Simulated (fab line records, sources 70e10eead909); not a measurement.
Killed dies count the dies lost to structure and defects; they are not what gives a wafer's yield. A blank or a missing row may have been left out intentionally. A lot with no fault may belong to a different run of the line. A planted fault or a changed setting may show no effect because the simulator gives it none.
Which of the tools did it? + flow nand harc + 7 lots with 21 wafers sampled at 3 steps, on a route of 1159 steps

WHAT EACH GAUGE READ, for each wafer
NHARC_P_M0_INSPECT_11.
| lot  | measured     | on                | raw defect count |
|------|--------------|-------------------|------------------|
| L639 | day 6 05:47  | defect inspect-01 | 3 3 4            |
| L642 | day 6 20:02  | defect inspect-01 | 3 3 5            |
| L648 | day 8 08:50  | defect inspect-02 | 1 7 1            |
| L650 | day 9 03:15  | defect inspect-01 | 6 5 5            |
| L655 | day 10 04:15 | defect inspect-01 | 2 2 3            |
| L657 | day 10 08:40 | defect inspect-01 | 1 2 2            |
| L661 | day 11 07:57 | defect inspect-02 | 2 6 4            |

WHAT TOOL EACH LOT RAN ON (gives the tool, then ch and the chambers of the sampled wafers, and finally the start)
| lot  | NHARC_P_CONTACT_DEGAS_38     | NHARC_P_M0_PEB_07                 |
|------|------------------------------|-----------------------------------|
| L639 | pvd sputter-03, day 5 19:13  | litho track-04 ch 0, day 6 05:35  |
| L642 | pvd sputter-02, day 6 14:34  | litho track-06 ch 0, day 6 19:49  |
| L648 | pvd sputter-01, day 8 06:19  | litho track-01 ch 0, day 8 08:38  |
| L650 | pvd sputter-03, day 9 00:52  | litho track-04 ch 0, day 9 03:02  |
| L655 | pvd sputter-01, day 9 23:50  | litho track-06 ch 0, day 10 04:03 |
| L657 | pvd sputter-01, day 10 06:08 | litho track-01 ch 0, day 10 08:28 |
| L661 | pvd sputter-02, day 11 05:26 | litho track-01 ch 0, day 11 07:45 |
- NHARC_P_CONTACT_DEGAS_38: time 60 s.
- NHARC_P_M0_PEB_07: peb time 65 s.

THE ANSWER, worked out from the rows above alone
Rule: the lots themselves supply what counts as usual. Put in order of their means at a reading, lots are off if they are a third of the lots or fewer, leave a main group of 4 or more, and stand apart from it by a gap of 3 or more times the standard deviation of the main group's means; of several such gaps the widest counts. A main group whose means are all the same, to the digits that the tables above print for the reading, isn't used. A lot without any number at a reading at which 4 lots or more have one is off too. Where the step has rows for the other lots, those lots are counted as sound.
Nothing can be told from this: no lot is off at any reading shown.

WHAT THE SIMULATOR PUT IN
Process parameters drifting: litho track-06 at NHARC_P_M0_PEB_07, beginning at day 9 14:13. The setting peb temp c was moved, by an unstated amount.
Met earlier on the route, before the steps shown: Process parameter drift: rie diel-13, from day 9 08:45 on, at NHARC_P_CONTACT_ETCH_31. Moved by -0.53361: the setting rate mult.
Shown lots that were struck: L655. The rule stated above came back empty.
